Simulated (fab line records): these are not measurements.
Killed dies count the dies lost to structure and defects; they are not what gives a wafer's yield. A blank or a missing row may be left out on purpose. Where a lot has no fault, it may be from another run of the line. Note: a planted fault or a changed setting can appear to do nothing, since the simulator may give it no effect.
fab line records	flow nand_harc
record: lots: 5	wafers: 15	last_day: 31
route steps=1302 shown A_CHANNEL_FILL_D2@616
lots that met no fault: taken from a fault-free run of the same line
start_h: start of the lot's first displayed wafer, in hours after the record's first day	wait_h: hours from the lot's prior step to this one	" unchanged from the row above	L1.1+2: a single row standing in for several wafers	- no value, or no start was given	* or withheld: withheld	< > ~ a bound
route shown NAME@n: names a module that has steps shown in the file, with the first one's number in the route	usual: mean and standard deviation over wafers with no fault	same: alike in all rows	chamber/n: place in a boat	sites: readings site by site	_std_site: how widely they spread, as a standard deviation	_edge_site: inner sites' mean taken away from outer sites' mean	radius_mm: for every site, how far away it sits from the centre of the wafer	mask NAME#n: copy n	behind: the last tool/chamber to shape the wafer	hold: what put the lot on hold/how long, in hours/how the hold closed	device: the n, p or np transistor that did not switch	end of line: the route-end tests of the same wafers	a step given without rows: its recipe and nothing more	killed: count of dies lost to structure and defects at first sort (not the wafer's yield)	map: a wafer's dies, marking killed ones x, the rest . and places with no die _
set.NAME: the setting the step ran with; set.NAME@STEP: the setting that earlier step ran with	model.NAME: the simulator's own value behind a step, which no gauge read
lots at some steps of the route; a table a step, a row a wafer
services: from which hour (start_h, from the record's first day; less than 0 if before it) a tool's chamber was out of use, for how many hours, and why
== steps ==
step: NHARC_A_CHANNEL_FILL_D2_ALD_16
recipe: target_thk_a: 15	pulse_time_s: 10	ald_cycles: 15	temp_c: 300	material: SiO2
usual: heater_power_w: 476/40	precursor_pulse_height_rel: 0.999/0.02
lot.wafer	tool	chamber	start_h	wait_h	heater_power_w	precursor_pulse_height_rel
L225.1	ald_hk-04	0	342.36	0.1	512	0.975
L225.2	"	2	"	"	442	1.004
L225.5	"	0	"	"	523	0.990
L227.3	ald_hk-04	3	350.69	0.0	466	1.016
L227.5	"	3	"	"	457	1.002
L227.6	"	0	"	"	513	0.990
L238.2	ald_hk-02	3	479.46	0.0	456	1.031
L238.3	"	0	"	"	496	0.960
L238.4	"	1	"	"	472	0.983
L240.2	ald_hk-02	0	489.23	5.7	501	0.991
L240.4	"	1	"	"	467	1.035
L240.5	"	2	"	"	539	0.985
L242.3	ald_hk-02	2	505.94	0.9	531	0.998
L242.2	"	0	"	"	492	1.011
L242.1	"	1	"	"	470	0.973
step: NHARC_A_CHANNEL_FILL_D2_ANNEAL_17
recipe: temp_c: 850	time_s: 1800
step: NHARC_A_CHANNEL_FILL_D2_CVD_18
recipe: target_thk_a: 30	temp_c: 550	material: poly-Si
step: NHARC_A_CHANNEL_FILL_D2_ETCHBACK_19
recipe: target_depth_a: 50	time_s: 1.7	hbr_flow_sccm: 150	cl2_flow_sccm: 50	rf_w: 400	icp_w: 400	bias_w: 100	chemistry: HBr/Cl2
usual: drypump_motor_current_A: 5.8/0.51	he_backside_leak_sccm: 2.68/0.26	oes_product_au: 1.002/0.0082	throttle_valve_pct: 26.406/0.0097
lot.wafer	tool	chamber	start_h	wait_h	drypump_motor_current_A	he_backside_leak_sccm	oes_product_au	rf_hours_counter_h	throttle_valve_pct
L225.1	rie_si-06	0	354.36	0.4	6.4	2.47	1.002	0.59	26.414
L225.2	"	1	"	"	5.6	2.37	0.992	0.46	26.405
L225.5	"	0	"	"	6.4	2.54	1.005	-	26.399
L227.3	rie_si-02	1	365.28	0.4	5.9	2.95	1.008	0.56	26.410
L227.5	"	0	"	"	5.0	2.52	1.013	-	26.414
L227.6	"	1	"	"	5.9	2.91	1.011	-	26.405
L238.4	rie_si-05	2	491.49	0.4	5.0	2.63	1.015	0	26.401
L238.2	"	0	"	"	5.7	2.38	1.010	0	26.418
L238.3	"	1	"	"	4.9	2.80	1.009	0	26.413
L240.4	rie_si-05	2	500.96	0.4	5.0	2.59	1.005	0.07	26.419
L240.2	"	3	"	"	5.6	2.51	0.987	0.07	26.396
L240.5	"	2	"	"	5.0	2.83	0.999	-	26.414
L242.2	rie_si-02	3	517.73	0.4	6.3	2.76	0.998	0.43	26.420
L242.1	"	1	"	"	5.9	2.88	1.003	0.42	26.416
L242.3	"	2	"	"	5.7	2.72	0.999	0.45	26.401
step: NHARC_A_CHANNEL_FILL_D2_ETCHBACK_20
recipe: target_depth_a: 270	time_s: 13.5	c4f8_flow_sccm: withheld	o2_flow_sccm: 8	ar_flow_sccm: withheld	rf_w: 600	bias_w: 1500	chemistry: C4F8/O2/Ar
usual: oes_product_au: 0.98/0.031	rf_vpp_V: 978/4.5	run_length_s: 34.7/0.45
lot.wafer	tool	chamber	start_h	wait_h	oes_product_au	rf_hours_counter_h	rf_vpp_V	run_length_s
L225.2	rie_diel-03	3	354.48	-	0.95	1	981	35.0
L225.1	"	1	"	"	0.96	1	980	34.6
L225.5	"	3	"	"	0.96	-	981	34.6
L227.3	rie_diel-06	3	365.41	-	0.92	1	976	35.4
L227.5	"	2	"	"	0.92	-	975	34.3
L227.6	"	3	"	"	0.94	-	976	35.4
L238.2	rie_diel-01	1	491.68	-	1.01	22	981	34.9
L238.4	"	2	"	"	1.00	19	985	35.3
L238.3	"	0	"	"	1.00	22	979	34.1
L240.2	rie_diel-01	0	501.08	-	1.00	23	980	34.1
L240.4	"	2	"	"	1.01	21	983	35.1
L240.5	"	1	"	"	1.00	-	981	34.8
L242.3	rie_diel-03	1	517.86	-	0.92	2	980	34.1
L242.2	"	3	"	"	0.93	2	981	35.0
L242.1	"	0	"	"	0.92	2	976	35.0
step: NHARC_A_CHANNEL_FILL_D2_STRIP_28
recipe: time_s: 20	o2_flow_sccm: 500	ar_flow_sccm: 0	bias_w: 0	chemistry: O2
usual: drypump_motor_current_A: 5.5/0.44	oes_product_au: 0.999/0.0084	rf_vpp_V: 57.7/0.84	showerhead_plenum_p_Torr: 3.53/0.12	throttle_valve_pct: 17.037/0.0095
lot.wafer	tool	chamber	start_h	wait_h	drypump_motor_current_A	oes_product_au	rf_hours_counter_h	rf_vpp_V	showerhead_plenum_p_Torr	throttle_valve_pct
L225.2	rie_diel-03	0	354.58	0.1	6.0	1.000	1	56.6	3.47	17.058
L225.1	"	1	"	"	5.7	0.985	1	58.9	3.59	17.037
L225.5	"	1	"	"	5.7	1.005	-	57.4	3.59	17.022
L227.3	rie_diel-06	2	365.49	0.1	5.3	0.994	2	58.5	3.48	17.012
L227.5	"	1	"	"	5.4	0.991	-	56.7	3.43	17.028
L227.6	"	2	"	"	5.3	0.994	-	57.7	3.48	17.039
L238.2	rie_diel-01	1	491.77	0.1	5.3	1.008	22	57.6	3.58	17.041
L238.3	"	2	"	"	5.8	1.017	19	57.8	3.66	17.038
L238.4	"	3	"	"	5.5	1.022	19	57.5	3.36	17.035
L240.2	rie_diel-01	0	501.17	0.1	6.5	1.014	23	57.5	3.51	17.027
L240.4	"	1	"	"	5.3	1.007	23	57.6	3.58	17.024
L240.5	"	0	"	"	6.5	1.003	-	57.6	3.51	17.054
L242.2	rie_diel-03	2	517.95	0.1	5.0	1.009	2	56.1	3.39	17.036
L242.3	"	0	"	"	6.0	0.993	2	57.3	3.47	17.034
L242.1	"	1	"	"	5.7	0.990	2	57.6	3.59	17.039
step: NHARC_A_CHANNEL_FILL_D2_PRECLEAN_21
recipe: time_s: 30	chemistry: dHF
step: NHARC_A_CHANNEL_FILL_D2_SRD_23
step: NHARC_A_CHANNEL_FILL_D2_CVD_05
recipe: target_thk_a: 50	temp_c: 550	material: poly-Si
step: NHARC_A_CHANNEL_FILL_D2_ANNEAL_22
recipe: temp_c: 620	time_s: 7200
step: NHARC_A_CHANNEL_FILL_D2_THK_MEAS_06
recipe: thk_meas_gauge: ellipsometry
usual: thk_nm: 5.0/0.95
lot.wafer	tool	chamber	start_h	wait_h	thk_nm
L225.1	film_metro-01	-	365.91	0.4	4.0
L225.2	"	-	"	"	4.6
L225.5	"	-	"	"	4.4
L227.3	film_metro-01	-	377.25	0.4	6.8
L227.5	"	-	"	"	5.7
L227.6	"	-	"	"	4.8
L238.2	film_metro-02	-	502.99	0.4	5.8
L238.3	"	-	"	"	5.8
L238.4	"	-	"	"	4.1
L240.2	film_metro-01	-	512.85	0.4	6.1
L240.4	"	-	"	"	6.0
L240.5	"	-	"	"	4.1
L242.1	film_metro-02	-	532.80	0.4	3.9
L242.2	"	-	"	"	6.4
L242.3	"	-	"	"	5.7
step: NHARC_A_CHANNEL_FILL_D2_ALD_25
recipe: target_thk_a: 600	pulse_time_s: 10	ald_cycles: 600	temp_c: 300	material: SiOx
step: NHARC_A_CHANNEL_FILL_D2_ETCHBACK_08
recipe: target_depth_a: 2200	time_s: 110	c4f8_flow_sccm: 20	ar_flow_sccm: withheld	rf_w: 600	bias_w: 300	chemistry: C4F8
usual: oes_product_au: 0.96/0.038	rf_vpp_V: 440.6/2	run_length_s: 131.2/0.52
lot.wafer	tool	chamber	start_h	wait_h	oes_product_au	rf_hours_counter_h	rf_vpp_V	run_length_s
L225.1	rie_diel-03	3	371.51	-	0.95	2	442.3	131.5
L225.2	"	0	"	"	0.92	2	439.7	132.4
L225.5	"	1	"	"	0.93	-	442.0	130.5
L227.3	rie_diel-06	2	382.93	-	0.91	2	438.5	131.0
L227.6	"	3	"	"	0.93	-	441.4	132.5
L227.5	"	0	"	"	0.92	-	444.3	130.9
L238.4	rie_diel-03	1	508.52	-	1.00	2	442.4	202.7
L238.2	"	3	"	"	1.00	2	441.3	131.5
L238.3	"	0	"	"	1.00	2	441.2	131.9
L240.2	rie_diel-06	2	518.48	-	0.96	0	440.6	130.9
L240.4	"	3	"	"	0.95	-	439.0	131.7
L240.5	"	2	"	"	0.96	-	439.4	131.2
L242.1	rie_diel-06	2	538.35	-	1.00	1	440.0	130.9
L242.3	"	0	"	"	1.00	1	445.8	130.9
L242.2	"	1	"	"	0.98	1	440.4	131.0
step: NHARC_A_CHANNEL_FILL_D2_STRIP_29
recipe: time_s: 20	o2_flow_sccm: 500	ar_flow_sccm: 0	bias_w: 0	chemistry: O2
usual: drypump_motor_current_A: 5.5/0.44	oes_product_au: 0.997/0.0088	rf_vpp_V: 57.9/0.82	showerhead_plenum_p_Torr: 3.52/0.12	throttle_valve_pct: 17.036/0.0086
lot.wafer	tool	chamber	start_h	wait_h	drypump_motor_current_A	oes_product_au	rf_hours_counter_h	rf_vpp_V	showerhead_plenum_p_Torr	throttle_valve_pct
L225.1	rie_diel-03	2	-	-	5.0	0.993	2	57.2	3.40	17.041
L225.2	"	0	"	"	6.0	0.996	2	59.1	3.47	17.031
L225.5	"	2	"	"	5.0	0.997	-	56.7	3.40	17.032
L227.3	rie_diel-06	0	-	-	5.1	0.990	2	59.7	3.79	17.034
L227.5	"	1	"	"	5.4	0.986	-	58.6	3.43	17.051
L227.6	"	2	"	"	5.3	0.981	-	57.8	3.48	17.035
L238.4	rie_diel-03	0	-	-	6.0	0.986	2	58.6	3.47	17.034
L238.3	"	2	"	"	5.0	1.005	2	57.7	3.39	17.027
L238.2	"	3	"	"	5.0	0.992	2	58.6	3.60	17.038
L240.2	rie_diel-06	3	518.62	0.1	6.1	0.986	0	56.8	3.45	17.028
L240.4	"	3	"	"	6.1	1.003	-	57.6	3.45	17.024
L240.5	"	1	"	"	5.5	0.986	-	58.5	3.42	17.045
L242.3	rie_diel-06	3	-	-	6.1	0.995	1	57.3	3.45	17.048
L242.2	"	0	"	"	5.1	1.005	1	59.1	3.79	17.045
L242.1	"	2	"	"	5.3	1.003	1	57.8	3.48	17.047
== services ==
tool	chamber	start_h	hours	kind
rie_si-02	2	320.35	8.7	repair
ald_hk-04	-	332.75	0.2	repair
rie_diel-01	1	332.95	14.2	repair
rie_si-06	-	333.95	0.3	repair
ald_hk-02	-	349.63	10.0	pm
rie_diel-01	-	381.11	9.0	pm
rie_diel-03	2	384.41	11.2	repair
rie_diel-06	-	403.19	0.2	repair
rie_diel-01	0	412.10	2.8	repair
rie_si-05	2	430.55	5.7	repair
ald_hk-04	-	433.82	10.0	pm
ald_hk-04	-	451.27	38.6	repair
rie_si-02	-	454.00	9.0	pm
rie_diel-03	1	454.16	3.1	repair
rie_diel-03	-	458.31	9.0	pm
rie_diel-01	3	459.02	14.2	repair
rie_diel-01	2	465.57	5.0	repair
rie_diel-03	2	479.08	3.6	repair
rie_si-05	-	482.00	9.0	pm
rie_diel-03	-	483.24	1.3	repair
rie_diel-06	-	484.20	9.0	pm
rie_diel-06	0	504.02	19.2	repair
rie_si-02	-	514.95	0.3	repair
ald_hk-02	-	527.63	10.0	pm
== key ==
first_sign: step: NHARC_A_CHANNEL_FILL_D2_ETCHBACK_08	reading: run_length_s	direction: up	sigmas: 99+	usual: *	struck: *
effect none on later readings
met_at NHARC_A_CHANNEL_FILL_D2_ETCHBACK_08
struck_wafers L238.4
tester_left_out L238
onset_between 371.51 508.52
fault: kind: process_parameter_drift	tool: rie_diel-03	chamber: 1	onset_h: 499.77	steps: NHARC_A_CHANNEL_FILL_D2_ETCHBACK_08	channel: time_s	offset: *	shape: step	end_h: 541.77	acts_in: *	stated: *
tester_left_out: of these lots the tester's yield and bins aren't shown, on N5 and GAA mostly nor the transistor test; their killed dies are dies lost to structure and defects alone, not to doping, threshold or leakage, so they don't give the yield
